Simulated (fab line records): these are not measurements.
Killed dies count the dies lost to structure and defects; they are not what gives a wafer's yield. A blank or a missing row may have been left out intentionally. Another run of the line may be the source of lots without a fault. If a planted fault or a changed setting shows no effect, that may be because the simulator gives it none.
Matching of chambers -- flow nand harc -- NHARC_P_M1_CMP_23 on cmp-02 has 4 sister chambers
The step polishes, t overpolish 20 s, target thk 157.82 nm. 4 wafers are shown with their chamber, then 9 later ones without.

## EACH WAFER AND ITS CHAMBER
wafer,chamber,motor current A (A)
L085.6,0,11.4
L087.1,3,13.4
L087.3,2,10.8
L087.4,1,13.2

## WAFERS MISSING THEIR CHAMBER
wafer,motor current A (A)
L088.3,11.2
L088.4,14.4
L088.6,10.6
L091.1,11.6
L091.2,10.4
L091.3,14.1
L092.2,13.2
L092.4,10.7
L092.6,13.5

## WHICH CHAMBER EACH WENT THROUGH
wafer,from the rows above,in truth
L088.3,can't be placed: 0 or 2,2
L088.4,can't be placed: 3 or 1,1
L088.6,can't be placed: 2 or 0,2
L091.1,can't be placed: 0 or 2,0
L091.2,can't be placed: 2 or 0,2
L091.3,can't be placed: 3 or 1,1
L092.2,can't be placed: 1 or 3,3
L092.4,can't be placed: 2 or 0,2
L092.6,can't be placed: 3 or 1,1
Placed correctly: 0 of 9. From these rows, 9 cannot be placed; in 9 the true chamber is one of the candidates. Placed wrongly: 0.
How it was worked out, from the rows above alone: a wafer's distance from a chamber is the root of the sum, over the readings, of the square of ((its reading less the chamber's mean) divided by the reading's scatter). The wafer belongs to the nearest chamber; if the next one is less than 2 further off, it can't be placed. The mean given for a chamber averages the wafers shown for that chamber. The scatter: with one shown wafer a chamber, the root of the mean of the squares of how far each hidden wafer lies from its nearest shown one.
